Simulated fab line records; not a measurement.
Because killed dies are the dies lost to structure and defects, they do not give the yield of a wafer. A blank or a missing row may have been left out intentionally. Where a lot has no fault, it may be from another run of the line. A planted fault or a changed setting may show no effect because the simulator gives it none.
Matching of chambers / flow n5 finfet / 4 sister chambers for N5_BEOL_M4_STRIP_36 on rie diel-02
The step strips in N2/H2. 4 wafers are shown with their chamber, then 9 later ones without.

WAFERS, EACH WITH ITS CHAMBER
wafer=L083.4; chamber=0; showerhead plenum p Torr (Torr)=2.40
wafer=L087.2; chamber=1; showerhead plenum p Torr (Torr)=2.62
wafer=L087.4; chamber=3; showerhead plenum p Torr (Torr)=2.41
wafer=L087.6; chamber=2; showerhead plenum p Torr (Torr)=2.65

WAFERS WHOSE CHAMBER IS MISSING
wafer=L090.3; showerhead plenum p Torr (Torr)=2.40
wafer=L090.5; showerhead plenum p Torr (Torr)=2.61
wafer=L090.6; showerhead plenum p Torr (Torr)=2.65
wafer=L097.3; showerhead plenum p Torr (Torr)=2.61
wafer=L097.4; showerhead plenum p Torr (Torr)=2.41
wafer=L097.5; showerhead plenum p Torr (Torr)=2.61
wafer=L095.4; showerhead plenum p Torr (Torr)=2.40
wafer=L095.5; showerhead plenum p Torr (Torr)=2.65
wafer=L095.6; showerhead plenum p Torr (Torr)=2.61

WHICH CHAMBER EACH WENT THROUGH
wafer=L090.3; from the rows above=can't be placed: 0 or 3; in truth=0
wafer=L090.5; from the rows above=1; in truth=1
wafer=L090.6; from the rows above=2; in truth=2
wafer=L097.3; from the rows above=1; in truth=1
wafer=L097.4; from the rows above=can't be placed: 3 or 0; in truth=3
wafer=L097.5; from the rows above=1; in truth=1
wafer=L095.4; from the rows above=can't be placed: 0 or 3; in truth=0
wafer=L095.5; from the rows above=2; in truth=2
wafer=L095.6; from the rows above=1; in truth=1
Placed correctly: 6 of 9. Can't be placed from these rows: 3 (the true chamber is among the candidates in 3). Wrongly placed: 0.
How it was worked out, from the rows above alone: a wafer's distance from a chamber is the root of the sum, over the readings, of the square of ((its reading less the chamber's mean) divided by the reading's scatter). If the next closest chamber is less than 2 further off than the closest, the wafer can't be placed; otherwise it belongs to the closest. Each chamber's mean is taken over the wafers shown for it. The scatter: root of mean squared gap, hidden wafer to nearest shown wafer, with one shown wafer a chamber.
